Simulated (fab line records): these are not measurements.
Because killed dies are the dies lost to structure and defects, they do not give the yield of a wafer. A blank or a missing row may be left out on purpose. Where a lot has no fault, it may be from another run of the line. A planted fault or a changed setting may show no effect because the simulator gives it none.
fab line records	flow n5_finfet
record: lots: 10	wafers: 30	last_day: 18
route steps=1938 shown BEOL_M4@1100 BEOL_M5@1116 PASSIVATION@1936
lots that met no fault: from a run of the same line without faults
start_h: hours from the record's first day to the start of the lot's first wafer shown	wait_h: hours since the lot's step before	" the same as in the row above	L1.1+2: a row that stands for several wafers	- no value present, or no start provided	* or withheld: withheld	< > ~ a bound
route shown NAME@n: names a module that has steps shown in the file, with the first one's number in the route	usual: the fault-free wafers' mean and standard deviation	same: alike in all rows	chamber/n: place in a boat	sites: per-site readings	_std_site: standard deviation of those values	_edge_site: the outer-site mean with the inner-site mean subtracted	radius_mm: for every site, how far away it sits from the centre of the wafer	mask NAME#n: copy n	behind: the most recent tool/chamber to have shaped the wafer	hold: why the lot went on hold/how many hours it stayed there/how the hold came to an end	device: transistor that didn't switch, given as n, p or np	end of line: tests run on the same wafers once the route is complete	step lacking rows: just its recipe	killed: the dies lost at the first sort to structure and to defects; this is not the yield of the wafer	map: shows each die of a wafer: x if killed, . if not, _ if none is there
set.NAME: the setting as run; set.NAME@STEP: as run at that earlier step	model.NAME: the simulator's own value behind a step, which no gauge read
the route's steps for a sample of lots (tables are steps, rows are wafers)
services: when a tool's chamber went out of use (start_h, in hours from the record's first day, below 0 if earlier), for how many hours, and the reason
== steps ==
step: N5_BEOL_M4_SPUTTER_96
recipe: material: Cu	target_thk_a: 45	temp_c: -20	chamber_pressure_pa: 0.07	power_w: withheld	time_s: 8.29
usual: chuck_gas_flow_sccm: 1.26/0.057	throttle_valve_pct: 29.8/1.4
lot.wafer	tool	chamber	start_h	wait_h	chuck_gas_flow_sccm	throttle_valve_pct
L902.3	pvd_sputter-01	-	167.44	0.1	1.18	31.2
L902.4	"	-	"	"	1.28	27.5
L902.5	"	-	"	"	1.31	31.0
L908.1	pvd_sputter-03	-	220.74	0.1	1.27	29.5
L908.2	"	-	"	"	1.25	28.8
L908.4	"	-	"	"	1.15	32.0
L909.1	pvd_sputter-02	-	224.05	0.1	1.26	30.3
L909.3	"	-	"	"	1.27	29.6
L909.6	"	-	"	"	1.24	29.9
L911.1	pvd_sputter-02	-	225.99	0.1	1.28	30.2
L911.3	"	-	"	"	1.34	32.2
L911.4	"	-	"	"	1.21	30.2
L913.3	pvd_sputter-01	-	242.19	0.1	1.23	28.5
L913.4	"	-	"	"	1.18	31.4
L913.5	"	-	"	"	1.26	29.0
L921.3	pvd_sputter-01	-	301.29	0.1	1.25	27.5
L921.5	"	-	"	"	1.18	27.5
L921.6	"	-	"	"	1.25	29.2
L920.1	pvd_sputter-01	-	303.61	0.1	1.19	29.1
L920.3	"	-	"	"	1.19	27.6
L920.4	"	-	"	"	1.22	28.3
L922.1	pvd_sputter-03	-	308.09	0.1	1.19	29.6
L922.2	"	-	"	"	1.34	29.3
L922.6	"	-	"	"	1.32	29.7
L923.2	pvd_sputter-02	-	312.07	0.1	1.28	30.0
L923.3	"	-	"	"	1.23	30.5
L923.5	"	-	"	"	1.36	30.5
L924.1	pvd_sputter-03	-	315.36	0.1	1.19	28.5
L924.2	"	-	"	"	1.29	32.2
L924.4	"	-	"	"	1.24	29.4
step: N5_BEOL_M4_PRE_CLEAN_60
recipe: gas: NH3/H2	time_s: 15	temp_c: *	rf_power_w: 300
usual: heater_power_w: 98/23
lot.wafer	tool	chamber	start_h	wait_h	heater_power_w
L902.3	cvd_co-02	1	168.26	0.0	136
L902.4	"	2	"	"	92
L902.5	"	0	"	"	65
L908.1	cvd_co-02	2	222.61	0.3	90
L908.2	"	1	"	"	137
L908.4	"	1	"	"	135
L909.1	cvd_co-02	1	224.87	0.0	133
L909.3	"	2	"	"	92
L909.6	"	1	"	"	133
L911.1	cvd_co-02	1	226.81	0.0	136
L911.3	"	2	"	"	91
L911.4	"	2	"	"	91
L913.3	cvd_co-01	1	243.01	0.0	113
L913.4	"	0	"	"	78
L913.5	"	1	"	"	115
L921.3	cvd_co-01	1	302.34	0.0	116
L921.5	"	2	"	"	96
L921.6	"	1	"	"	118
L920.1	cvd_co-02	0	304.57	0.1	65
L920.3	"	2	"	"	92
L920.4	"	1	"	"	137
L922.1	cvd_co-02	2	308.91	0.0	90
L922.2	"	1	"	"	136
L922.6	"	1	"	"	136
L923.2	cvd_co-02	1	312.89	0.0	137
L923.3	"	2	"	"	93
L923.5	"	1	"	"	136
L924.1	cvd_co-01	0	316.19	0.0	79
L924.2	"	1	"	"	116
L924.4	"	1	"	"	118
step: N5_BEOL_M5_HM_DEP_02
recipe: material: TiN	target_thk_a: 200	temp_c: 25	chamber_pressure_pa: 0.49996
usual: throttle_valve_pct: 29.8/1.4
lot.wafer	tool	chamber	start_h	wait_h	throttle_valve_pct
L902.3	pvd_sputter-03	-	171.46	0.8	28.9
L902.4	"	-	"	"	32.1
L902.5	"	-	"	"	29.6
L908.1	pvd_sputter-01	-	225.40	0.8	31.0
L908.2	"	-	"	"	28.6
L908.4	"	-	"	"	29.5
L909.1	pvd_sputter-03	-	229.09	2.3	32.0
L909.3	"	-	"	"	29.0
L909.6	"	-	"	"	32.1
L911.1	pvd_sputter-02	-	229.69	0.9	30.3
L911.3	"	-	"	"	32.1
L911.4	"	-	"	"	29.9
L913.3	pvd_sputter-01	-	246.95	1.9	27.8
L913.4	"	-	"	"	29.0
L913.5	"	-	"	"	28.4
L921.3	pvd_sputter-03	-	308.45	3.1	29.4
L921.5	"	-	"	"	32.0
L921.6	"	-	"	"	29.1
L920.1	pvd_sputter-03	-	309.05	2.6	29.0
L920.3	"	-	"	"	28.9
L920.4	"	-	"	"	29.5
L922.1	pvd_sputter-01	-	312.47	0.3	31.1
L922.2	"	-	"	"	28.3
L922.6	"	-	"	"	27.6
L923.2	pvd_sputter-03	-	315.54	0.8	28.9
L923.3	"	-	"	"	29.0
L923.5	"	-	"	"	32.0
L924.1	pvd_sputter-02	-	318.56	0.5	30.3
L924.2	"	-	"	"	30.0
L924.4	"	-	"	"	30.5
step: N5_BEOL_M5_COAT_60
recipe: resist: SiARC	temp_c: 220	time_s: 60	spin_rpm: 1500	resist_thk_nm: 12
usual: spin_speed_rpm: 1499.9/0.98
lot.wafer	tool	chamber	start_h	wait_h	spin_speed_rpm
L902.3	litho_track-05	0	171.59	-	1499.2
L902.4	"	0	"	"	1500.9
L902.5	"	0	"	"	1500.0
L908.1	litho_track-05	0	225.52	-	1499.4
L908.2	"	0	"	"	1499.8
L908.4	"	0	"	"	1498.2
L909.1	litho_track-05	0	229.21	-	1497.6
L909.3	"	0	"	"	1499.5
L909.6	"	0	"	"	1497.9
L911.1	litho_track-05	0	229.83	-	1643.4
L911.3	"	0	"	"	1645.1
L911.4	"	0	"	"	1643.1
L913.3	litho_track-05	0	247.08	-	1644.4
L913.4	"	0	"	"	1643.9
L913.5	"	0	"	"	1643.0
L921.3	litho_track-01	0	308.58	-	1501.7
L921.5	"	0	"	"	1500.1
L921.6	"	0	"	"	1500.4
L920.1	litho_track-03	0	309.18	-	1499.9
L920.3	"	0	"	"	1497.5
L920.4	"	0	"	"	1499.3
L922.1	litho_track-05	0	312.59	-	1501.3
L922.2	"	0	"	"	1500.1
L922.6	"	0	"	"	1498.3
L923.2	litho_track-01	0	315.67	-	1500.7
L923.3	"	0	"	"	1500.1
L923.5	"	0	"	"	1500.1
L924.1	litho_track-05	0	318.69	-	1500.2
L924.2	"	0	"	"	1500.1
L924.4	"	0	"	"	1500.5
step: N5_BEOL_M5_ETCH_61
recipe: chemistry: CF4	target: SiARC	target_depth_a: 156	mask_material: CAR-EUV	time_s: 26	ion_energy_ev: 80	pressure_mtorr: 40	source_w: 545	bias_w: 36	Ar_flow_sccm: 100	cf4_flow_sccm: 100	ends: cleared
usual: drypump_motor_current_A: 5.5/0.31	etch_rf_on_time_s: 25.7/0.43	oes_product_au: 0.70/0.072	rf_vpp_V: 184.1/1.1	showerhead_plenum_p_Torr: 2.15/0.066	throttle_valve_pct: 15.49/0.29
lot.wafer	tool	chamber	start_h	wait_h	drypump_motor_current_A	etch_rf_on_time_s	oes_product_au	rf_hours_counter_h	rf_vpp_V	showerhead_plenum_p_Torr	throttle_valve_pct
L902.3	rie_diel-02	1	172.15	0.0	5.7	25.4	0.82	12	185.7	2.28	15.32
L902.4	"	0	"	"	5.8	26.4	0.60	215	184.4	2.20	15.75
L902.5	"	2	"	"	6.0	25.9	0.64	-	183.5	2.05	15.54
L908.1	rie_diel-04	1	226.37	0.0	5.2	25.2	0.73	72	181.5	2.08	15.66
L908.2	"	3	"	"	5.2	25.4	0.80	14	183.3	2.28	15.16
L908.4	"	0	"	"	4.9	26.4	0.61	208	185.0	2.21	15.73
L909.1	rie_diel-01	1	229.65	0.0	5.8	26.0	0.61	225	185.1	2.12	16.02
L909.3	"	2	"	"	5.4	25.3	0.73	55	181.6	2.10	15.19
L909.6	"	3	"	"	5.3	25.7	0.80	-	183.6	2.10	15.23
L911.1	rie_diel-01	0	230.46	0.0	5.9	24.4	0.71	79	185.0	2.17	15.26
L911.3	"	2	"	"	5.3	24.3	0.73	56	183.4	2.10	15.22
L911.4	"	1	"	"	5.8	25.0	0.61	226	183.8	2.12	16.05
L913.3	rie_diel-01	3	247.64	0.0	5.3	24.4	0.79	14	183.8	2.10	15.26
L913.4	"	1	"	"	5.8	25.0	0.60	232	183.8	2.12	16.05
L913.5	"	2	"	"	5.3	24.0	0.72	-	183.8	2.09	15.21
L921.3	rie_diel-04	0	309.38	0.0	5.0	26.5	0.60	231	185.8	2.20	15.77
L921.5	"	1	"	"	5.2	25.1	0.70	-	184.0	2.07	15.70
L921.6	"	0	"	"	4.9	26.3	0.61	-	185.0	2.20	15.78
L920.1	rie_diel-02	2	309.91	0.0	6.0	25.8	0.62	200	183.4	2.04	15.64
L920.3	"	1	"	"	5.7	25.3	0.75	52	185.7	2.27	15.41
L920.4	"	3	"	"	5.9	26.8	0.58	-	184.4	2.19	15.78
L922.1	rie_diel-01	0	313.23	0.0	5.9	25.7	0.68	106	184.1	2.16	15.32
L922.2	"	1	"	"	5.8	26.2	0.59	254	182.8	2.11	16.09
L922.6	"	1	"	"	5.7	26.0	0.59	-	184.7	2.11	16.10
L923.2	rie_diel-02	1	316.24	0.0	5.7	25.7	0.75	56	185.8	2.26	15.41
L923.3	"	2	"	"	6.0	26.0	0.61	204	182.8	2.04	15.63
L923.5	"	3	"	"	5.9	26.9	0.57	-	185.9	2.18	15.78
L924.1	rie_diel-04	1	319.13	0.0	5.2	25.5	0.70	98	182.7	2.07	15.72
L924.2	"	0	"	"	4.9	26.8	0.59	234	184.6	2.20	15.77
L924.4	"	3	"	"	5.2	25.5	0.75	41	186.6	2.27	15.22
step: N5_PASSIVATION_PROBE_49
usual: defect_limited_yield: 91.1/1.5	killed_at_M0_to_M3: 35/9.5	killed_at_M4_up: 13/5.2	killed_at_contacts: 12/6.1	killed_at_front_end: 41/14	killed_at_other: 3.8/2.9	killed_dies: 105/17	killed_on_rim: 13/4.1	killed_open: 70/13	killed_short: 33/8.4	sort_bin_5_function: 5.1/0.97	sort_bin_6_memory: 3.4/0.69	sort_bin_8_speed: 0.00/0.007	sort_n_pass: 1075/17	sort_yield_pct: 91.1/1.5
same: gross_dies: 1180	killed_at_back_side: 0	sort_bin_4_leakage[%]: 0
lot.wafer	tool	chamber	start_h	wait_h	defect_limited_yield[%]	killed_at_M0_to_M3	killed_at_M4_up	killed_at_contacts	killed_at_front_end	killed_at_other	killed_dies	killed_on_rim	killed_open	killed_short	sort_bin_5_function[%]	sort_bin_6_memory[%]	sort_bin_8_speed[%]	sort_n_pass	sort_yield_pct[%]
L909.1	prober-01	-	332.17	0.0	91.5	42	10	10	30	8	100	13	67	31	4.4	3.6	0	1080	91.5
L909.3	prober-01	-	332.27	0.1	93.6	29	15	9	19	3	75	9	58	17	3.3	3.1	0	1105	93.6
L909.6	prober-01	-	332.42	0.3	92.9	47	11	4	15	7	84	8	51	31	4.6	2.1	0	1096	92.9
L913.3	prober-01	-	354.44	0.1	91.8	38	16	11	29	3	97	8	59	37	4.8	3.1	0	1083	91.8
L913.4	prober-01	-	354.49	0.2	91.4	32	16	21	29	4	102	9	73	26	5.2	3.4	0	1078	91.4
L913.5	prober-01	-	354.54	0.2	92.1	27	16	10	39	1	93	13	61	30	4.4	3.0	0	1087	92.1
L921.3	prober-02	-	411.70	0.1	88.2	39	20	18	60	2	139	14	91	41	6.8	4.2	0	1041	88.2
L921.5	prober-02	-	411.80	0.2	92.5	26	11	11	38	3	89	10	56	27	4.1	3.1	0	1091	92.5
L921.6	prober-02	-	411.85	0.3	88.4	30	22	25	59	1	137	18	94	38	6.6	4.7	0	1043	88.4
L923.2	prober-01	-	416.84	0.1	93.1	46	12	6	13	5	82	9	66	15	4.7	2.1	0	1098	93.1
L923.3	prober-01	-	416.89	0.1	92.1	34	11	8	33	7	93	7	55	38	3.8	3.6	0	1087	92.1
L923.5	prober-01	-	416.99	0.2	92.7	32	7	11	25	11	86	13	53	30	4.3	2.7	0	1094	92.7
killed by level:class
L909.1 BEOL_M0_SAQP:geometric_particle:short=14 BEOL_M0_SAQP:geometric_particle:open=11 MOL_CONTACT_COAG:geometric_particle:open=10 BEOL_M1:geometric_particle:open=8 STI_FIN_REVEAL:geometric_particle:open=7 DUMMY_GATE:geometric_particle:open=6 GATE_CUT:geometric_particle:short=5 BEOL_M5:geometric_particle:open=5
L909.3 BEOL_M0_SAQP:geometric_particle:open=11 MOL_CONTACT_COAG:geometric_particle:open=9 BEOL_M0_SAQP:geometric_particle:short=7 BEOL_M2:geometric_particle:open=7 FIN_SAQP:geometric_particle:open=5 BEOL_M4:geometric_particle:open=5 BEOL_M3:geometric_particle:open=4 BEOL_M6:geometric_particle:open=4
L909.6 BEOL_M0_SAQP:geometric_particle:open=17 BEOL_M0_SAQP:geometric_particle:short=14 STI_FIN_REVEAL:geometric_particle:open=5 BEOL_M2:geometric_particle:open=5 BEOL_M5:geometric_particle:open=5 MOL_CONTACT_COAG:geometric_particle:open=3 BEOL_M3:geometric_particle:short=3 FIN_SAQP:geometric_particle:open=2
L913.3 BEOL_M0_SAQP:geometric_particle:short=12 BEOL_M4:geometric_particle:open=8 MOL_CONTACT_COAG:geometric_particle:open=7 BEOL_M0_SAQP:geometric_particle:open=6 BEOL_M2:geometric_particle:open=6 BEOL_M3:geometric_particle:open=6 STARTING-WAFER:geometric_particle:short=5 FIN_SAQP:geometric_particle:short=4
L913.4 MOL_CONTACT_COAG:geometric_particle:open=17 BEOL_M0_SAQP:geometric_particle:open=10 STI_FIN_REVEAL:geometric_particle:open=9 BEOL_M0_SAQP:geometric_particle:short=9 FIN_SAQP:geometric_particle:short=5 FIN_SAQP:geometric_particle:open=5 BEOL_M3:geometric_particle:open=5 BEOL_M5:geometric_particle:open=5
L913.5 FIN_SAQP:geometric_particle:open=8 MOL_CONTACT_COAG:geometric_particle:open=8 FIN_SAQP:geometric_particle:short=7 BEOL_M0_SAQP:geometric_particle:open=7 STI_FIN_REVEAL:geometric_particle:open=6 GATE_CUT:geometric_particle:open=5 BEOL_M0_SAQP:geometric_particle:short=5 BEOL_M0:geometric_particle:open=5
L921.3 MOL_CONTACT_COAG:geometric_particle:open=14 FIN_SAQP:geometric_particle:open=12 STI_FIN_REVEAL:geometric_particle:open=12 FIN_SAQP:geometric_particle:short=9 BEOL_M2:geometric_particle:open=8 BEOL_M4:geometric_particle:open=7 BEOL_M1:geometric_particle:open=7 BEOL_M3:geometric_particle:open=7
L921.5 MOL_CONTACT_COAG:geometric_particle:open=8 BEOL_M3:geometric_particle:open=8 STI_FIN_REVEAL:geometric_particle:open=6 FIN_SAQP:geometric_particle:open=5 GATE_CUT:geometric_particle:short=5 FIN_SAQP:geometric_particle:short=4 BEOL_M0_SAQP:geometric_particle:open=4 BEOL_M6:geometric_particle:open=4
L921.6 MOL_CONTACT_COAG:geometric_particle:open=23 FIN_SAQP:geometric_particle:open=16 FIN_SAQP:geometric_particle:short=13 BEOL_M0_SAQP:geometric_particle:open=10 BEOL_M0_SAQP:geometric_particle:short=7 BEOL_M4:geometric_particle:open=6 BEOL_M5:geometric_particle:open=6 STARTING-WAFER:geometric_particle:open=5
L923.2 BEOL_M3:geometric_particle:open=15 BEOL_M1:geometric_particle:open=14 BEOL_M0_SAQP:geometric_particle:open=8 BEOL_M2:geometric_particle:open=4 BEOL_M8:geometric_particle:open=4 STARTING-WAFER:geometric_particle:open=4 DUMMY_GATE:geometric_particle:open=3 MOL_CONTACT_COAG:geometric_particle:open=3
L923.3 FIN_SAQP:geometric_particle:short=8 BEOL_M0_SAQP:geometric_particle:open=8 BEOL_M0_SAQP:geometric_particle:short=8 FIN_SAQP:geometric_particle:open=6 MOL_CONTACT_COAG:geometric_particle:open=6 BEOL_M4:geometric_particle:open=5 SDB:geometric_particle:open=4 BEOL_M2:geometric_particle:short=4
L923.5 MOL_CONTACT_COAG:geometric_particle:open=9 DUMMY_GATE:geometric_particle:open=8 BEOL_M1:geometric_particle:open=6 STI_FIN_REVEAL:geometric_particle:open=5 BEOL_M0_SAQP:geometric_particle:open=5 BEOL_M0:geometric_particle:short=4 BEOL_M1:geometric_particle:short=4 MIM_BOT:geometric_particle:open=3
== services ==
tool	chamber	start_h	hours	kind
pvd_sputter-01	-	147.86	3.0	repair
cvd_co-02	-	148.24	6.9	pm
rie_diel-04	3	170.75	-	clean
rie_diel-04	3	170.75	-	consumable_replace:focus_ring
rie_diel-04	3	170.75	-	consumable_replace:showerhead
rie_diel-04	3	170.75	15.6	scheduled_down
rie_diel-04	3	170.75	15.6	vent_cycle
cvd_co-01	2	172.74	5.5	repair
rie_diel-01	3	183.32	-	clean
rie_diel-01	3	183.32	-	consumable_replace:focus_ring
rie_diel-01	3	183.32	14.8	scheduled_down
rie_diel-01	3	183.32	14.8	vent_cycle
rie_diel-01	-	196.89	8.3	repair
cvd_co-01	-	219.86	6.0	pm
pvd_sputter-03	-	229.48	0.6	repair
cvd_co-02	0	246.03	8.4	repair
rie_diel-01	2	258.46	12.2	repair
litho_track-05	-	259.56	-	consumable_replace:filter
cvd_co-02	-	264.13	0.7	repair
rie_diel-02	0	296.99	-	clean
rie_diel-02	0	296.99	-	consumable_replace:focus_ring
rie_diel-02	0	296.99	19.5	scheduled_down
rie_diel-02	0	296.99	19.5	vent_cycle
rie_diel-02	3	316.53	-	clean
== key ==
first_sign: step: N5_BEOL_M5_COAT_60	reading: spin_speed_rpm	direction: up	sigmas: 99+	usual: *	struck: *
effect: step: N5_BEOL_M5_ETCH_61	reading: etch_rf_on_time_s	direction: down	sigmas: 2.8	usual: *	struck: *
met_at N5_BEOL_M5_COAT_60
struck_lots L911,L913
not_acting_at N5_BEOL_M4_SPUTTER_96,N5_BEOL_M4_PRE_CLEAN_60,N5_BEOL_M5_HM_DEP_02
onset_between 229.21 229.83
fault: kind: process_parameter_drift	tool: litho_track-05	chamber: -	onset_h: 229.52	steps: N5_BEOL_M5_COAT_60	channel: spin_rpm	offset: *	shape: step	end_h: 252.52	acts_in: *	stated: *
